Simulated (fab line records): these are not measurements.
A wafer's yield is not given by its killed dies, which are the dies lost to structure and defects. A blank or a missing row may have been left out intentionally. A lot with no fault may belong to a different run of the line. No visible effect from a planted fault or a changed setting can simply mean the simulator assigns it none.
One fault through the eyes of 3 desks ; flow n5_finfet ; numbers are kept per desk, each desk with only its own; the story behind them comes last
Where a reading is given only as a bound, like >300, the bound stands for it, and a mean or a difference that rests on one is marked > or <: the true number lies beyond.

DESK OF THE TOOL OWNER: rie_diel-02
The tool's own readings at N5_DUMMY_GATE_STRIP_41 (strips in O2): means of the sampled wafers that have a number, for each lot that ran on this tool. The brackets show how far a lot's mean lies from the usual mean; more than 4 standard deviations puts the lot out of limits, marked OUT.
Columns: A = drypump_motor_current_A at N5_DUMMY_GATE_STRIP_41, usual 5.8 A; B = oes_product_au at N5_DUMMY_GATE_STRIP_41, usual 0.79 a.u.; C = rf_vpp_V at N5_DUMMY_GATE_STRIP_41, usual 3.6 V; D = showerhead_plenum_p_Torr at N5_DUMMY_GATE_STRIP_41, usual 2.10 Torr; E = temp_c at N5_DUMMY_GATE_STRIP_41, usual 40.00 C; F = throttle_valve_pct at N5_DUMMY_GATE_STRIP_41, usual 16.71 %
lot;first seen here;A;B;C;D;E;F
L543;day 5 06:14;5.7;0.88;3.3;2.11;39.94;16.58
L550;day 6 16:08;5.6;0.78;3.6;2.07;40.00;16.58
L552;day 7 05:05;6.4;0.84;4.1;2.21;39.93;16.45
Result from this desk: across the 3 lots, nothing is out of limits.

THE DEFECT DESK
Inspection counts along the route, by lot: the mean over sampled wafers that carry a number. The brackets show how far a lot's mean lies from the usual mean; more than 4 standard deviations puts the lot out of limits, marked OUT.
Columns: A = raw_defect_count at N5_DUMMY_GATE_INSPECT_27, usual 316; B = raw_defect_count at N5_SPACER0_INSPECT_04, usual 149; C = raw_defect_count at N5_SD_EPI_N_INSPECT_11, usual 2.0
lot;first seen here;A;B;C
L543;day 5 07:06;388;186;1.7
L550;day 6 16:57;1529 (+16) OUT;1432 (+34) OUT;>300 (+99 or more) OUT
L552;day 7 05:46;1569 (+17) OUT;1430 (+34) OUT;>300 (+99 or more) OUT
L557;day 8 20:08;301;152;3.3
This desk finds L550, L552 out of limits, L550 being first, at day 6 16:57 (raw_defect_count at N5_DUMMY_GATE_INSPECT_27). L543, L557: within limits.

THE METROLOGY DESK
Means of the sampled wafers that have a number, per lot and without regard to the tool the lot ran on: this is what the gauges read. The brackets show how far a lot's mean lies from the usual mean; more than 4 standard deviations puts the lot out of limits, marked OUT. Shown here are 7 of its 10 readings, the ones lying furthest out on some lot.
Columns: A = DIBL_N at N5_BEOL_M4_RC_MEAS_101, usual 35.8 mV/V; B = IOFF_N at N5_BEOL_M4_RC_MEAS_101, usual 0.150 nA/um; C = IOFF_P at N5_BEOL_M4_RC_MEAS_101, usual 0.194 nA/um; D = ION_P at N5_BEOL_M4_RC_MEAS_101, usual 456 uA/um; E = SS_P at N5_BEOL_M4_RC_MEAS_101, usual 73.1 mV/dec; F = VT_N at N5_BEOL_M4_RC_MEAS_101, usual 251 mV; G = VT_P at N5_BEOL_M4_RC_MEAS_101, usual -252 mV
lot;first seen here;A;B;C;D;E;F;G
L543;day 12 08:56;34.6;0.121;0.190;458;73.4;255;-249
L550;day 14 01:43;35.8;0.154;0.215;465;73.5;250;-249
L552;day 14 16:14;37.0;0.154;0.186;455;73.1;251;-252
L557;day 15 11:35;37.8;0.178;0.235;465;73.8;249;-249
Result from this desk: across the 4 lots, nothing is out of limits.

PUT TOGETHER
The defect desk could have raised an alarm at day 6 16:57, on L550, L552.
Nothing out of limits was seen by the tool owner's desk.
The metrology desk saw nothing out of limits.
On record at the tool owner's desk: L550, L552, within its limits.
The metrology desk holds a record of L550, L552, inside its limits.
N5_DUMMY_GATE_STRIP_41 was run on rie_diel-02 by each of the lots named.

WHAT THE SIMULATOR PUT IN
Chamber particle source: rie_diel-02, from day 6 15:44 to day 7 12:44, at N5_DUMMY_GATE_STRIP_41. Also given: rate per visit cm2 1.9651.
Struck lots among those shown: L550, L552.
Hours from the fault's start to each desk's first reading out of limits: the defect desk, 1.
